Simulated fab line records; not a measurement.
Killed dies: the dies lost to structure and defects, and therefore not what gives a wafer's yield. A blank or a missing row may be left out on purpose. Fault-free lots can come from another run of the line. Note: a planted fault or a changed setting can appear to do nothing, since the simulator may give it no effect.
What tool caused it? ; flow nand harc ; 18 wafers from 6 lots sampled at 2 of the route's 1159 steps

## WHAT THE GAUGES READ, wafer by wafer
NHARC_A_BLC_OVL_MEAS_11.
lot;measured;on;overlay x nm (nm)
L471;day 17 14:01;overlay-02;-0.7 -0.7 -0.7
L474;day 18 02:41;overlay-01;0.1 0.4 0.2
L477;day 19 00:49;overlay-01;-1.8 -1.4 -2.1
L481;day 19 17:46;overlay-02;-0.7 -0.6 -1.5
L486;day 21 10:56;overlay-02;-0.4 -0.5 0.0
L493;day 23 06:34;overlay-02;0.8 0.9 0.5

## TOOL THAT RAN EACH LOT (tool first, then ch and the chambers of the sampled wafers, then the start)
lot;NHARC_A_CONTACT_ETCH_92
L471;rie diel-01 ch 0,1, day 17 05:14
L474;rie diel-01 ch 1,3, day 17 20:01
L477;rie diel-01 ch 1,2, day 18 21:14
L481;rie diel-01 ch 1,2,3, day 19 14:32
L486;rie diel-03 ch 0,1,2, day 21 01:50
L493;rie diel-01 ch 0,1, day 22 22:56
- NHARC_A_CONTACT_ETCH_92: etches the open film in CH3F/O2, target depth 40 nm, time 85.7 s.

## THE ANSWER, worked out from the rows above alone
Rule: what is usual is taken from the lots themselves. Put in order of their means at a reading, lots are off if they are a third of the lots or fewer, leave a main group of 4 or more, and stand apart from it by a gap of 3 or more times the standard deviation of the main group's means; of several such gaps the widest counts. The tables above print the reading to a certain number of digits; a main group whose means all agree to those digits is not used. Also off: a lot with no number at a reading for which 4 or more lots have one. Where the step has rows for the other lots, those lots are counted as sound.
Across all readings shown, no lot is off: no conclusion can be drawn from this.

## WHAT THE SIMULATOR HAD PUT IN
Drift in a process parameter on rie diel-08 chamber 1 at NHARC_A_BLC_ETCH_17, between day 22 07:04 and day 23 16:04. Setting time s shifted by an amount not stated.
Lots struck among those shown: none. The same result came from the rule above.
